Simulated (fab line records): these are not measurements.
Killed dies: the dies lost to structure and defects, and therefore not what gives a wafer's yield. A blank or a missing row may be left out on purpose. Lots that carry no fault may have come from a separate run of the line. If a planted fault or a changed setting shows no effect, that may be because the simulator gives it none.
Chamber matching / flow nand-harc / rie-diel-08 running NHARC_A_STAIRCASE_ETCH_253: 4 sister chambers
The step etches the open film in C4F8/O2, target depth 50 nm, time 20.2 s. 16 wafers are shown with their chamber, then 8 later ones without.

== WAFERS WITH THEIR CHAMBER ==
wafer=L075.3; chamber=3; rf-vpp-V (V)=894; rf-fwd-power-W (W)=594; oes-product-au (a.u.)=0.944
wafer=L075.4; chamber=1; rf-vpp-V (V)=906; rf-fwd-power-W (W)=588; oes-product-au (a.u.)=0.952
wafer=L075.5; chamber=0; rf-vpp-V (V)=903; rf-fwd-power-W (W)=585; oes-product-au (a.u.)=0.957
wafer=L080.1; chamber=3; rf-vpp-V (V)=893; rf-fwd-power-W (W)=593; oes-product-au (a.u.)=0.951
wafer=L080.2; chamber=0; rf-vpp-V (V)=903; rf-fwd-power-W (W)=584; oes-product-au (a.u.)=0.970
wafer=L080.3; chamber=1; rf-vpp-V (V)=905; rf-fwd-power-W (W)=585; oes-product-au (a.u.)=0.969
wafer=L080.4; chamber=2; rf-vpp-V (V)=891; rf-fwd-power-W (W)=586; oes-product-au (a.u.)=0.973
wafer=L080.5; chamber=1; rf-vpp-V (V)=906; rf-fwd-power-W (W)=586; oes-product-au (a.u.)=0.966
wafer=L080.6; chamber=2; rf-vpp-V (V)=891; rf-fwd-power-W (W)=589; oes-product-au (a.u.)=0.975
wafer=L084.1; chamber=1; rf-vpp-V (V)=906; rf-fwd-power-W (W)=583; oes-product-au (a.u.)=0.944
wafer=L084.5; chamber=3; rf-vpp-V (V)=894; rf-fwd-power-W (W)=598; oes-product-au (a.u.)=0.966
wafer=L084.6; chamber=2; rf-vpp-V (V)=889; rf-fwd-power-W (W)=589; oes-product-au (a.u.)=0.969
wafer=L083.1; chamber=3; rf-vpp-V (V)=895; rf-fwd-power-W (W)=599; oes-product-au (a.u.)=0.958
wafer=L083.4; chamber=2; rf-vpp-V (V)=892; rf-fwd-power-W (W)=589; oes-product-au (a.u.)=0.987
wafer=L083.6; chamber=2; rf-vpp-V (V)=890; rf-fwd-power-W (W)=588; oes-product-au (a.u.)=0.990
wafer=L087.2; chamber=3; rf-vpp-V (V)=893; rf-fwd-power-W (W)=597; oes-product-au (a.u.)=0.953

SIGNATURES (means of the wafers above)
reading=rf-vpp-V; chamber 0=903.00; chamber 1=905.75; chamber 2=890.60; chamber 3=893.80; scatter within a chamber=0.854
reading=rf-fwd-power-W; chamber 0=584.50; chamber 1=585.50; chamber 2=588.20; chamber 3=596.20; scatter within a chamber=1.98
reading=oes-product-au; chamber 0=0.96350; chamber 1=0.95775; chamber 2=0.97880; chamber 3=0.95440; scatter within a chamber=0.00961
Rule: distance of a wafer from a chamber = root of the sum over the readings of ((wafer's reading minus chamber's mean) / reading's scatter) squared. If the next closest chamber is less than 2 further off than the closest, the wafer can't be placed; otherwise it belongs to the closest. The scatter: the root of (the sum of the squares of (reading less its chamber's mean) over the shown wafers, divided by (wafers less chambers)).

== WAFERS WITHOUT THEIR CHAMBER ==
wafer=L087.4; rf-vpp-V (V)=891; rf-fwd-power-W (W)=585; oes-product-au (a.u.)=0.965
wafer=L087.6; rf-vpp-V (V)=895; rf-fwd-power-W (W)=597; oes-product-au (a.u.)=0.953
wafer=L091.2; rf-vpp-V (V)=889; rf-fwd-power-W (W)=591; oes-product-au (a.u.)=0.968
wafer=L091.3; rf-vpp-V (V)=903; rf-fwd-power-W (W)=589; oes-product-au (a.u.)=0.973
wafer=L091.5; rf-vpp-V (V)=891; rf-fwd-power-W (W)=591; oes-product-au (a.u.)=0.964
wafer=L096.2; rf-vpp-V (V)=892; rf-fwd-power-W (W)=594; oes-product-au (a.u.)=0.964
wafer=L096.5; rf-vpp-V (V)=901; rf-fwd-power-W (W)=588; oes-product-au (a.u.)=0.989
wafer=L096.6; rf-vpp-V (V)=904; rf-fwd-power-W (W)=587; oes-product-au (a.u.)=0.972

== WHICH CHAMBER EACH WENT THROUGH ==
wafer=L087.4; from the rows above=2; in truth=2
wafer=L087.6; from the rows above=3; in truth=3
wafer=L091.2; from the rows above=2; in truth=2
wafer=L091.3; from the rows above=can't be placed: 0 or 1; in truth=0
wafer=L091.5; from the rows above=2; in truth=2
wafer=L096.2; from the rows above=can't be placed: 3 or 2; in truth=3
wafer=L096.5; from the rows above=0; in truth=0
wafer=L096.6; from the rows above=can't be placed: 0 or 1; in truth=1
Correct placement for 5 of the 8. Unplaceable from these rows: 3, with the true chamber sitting among the candidates in 3. Wrongly placed: 0.
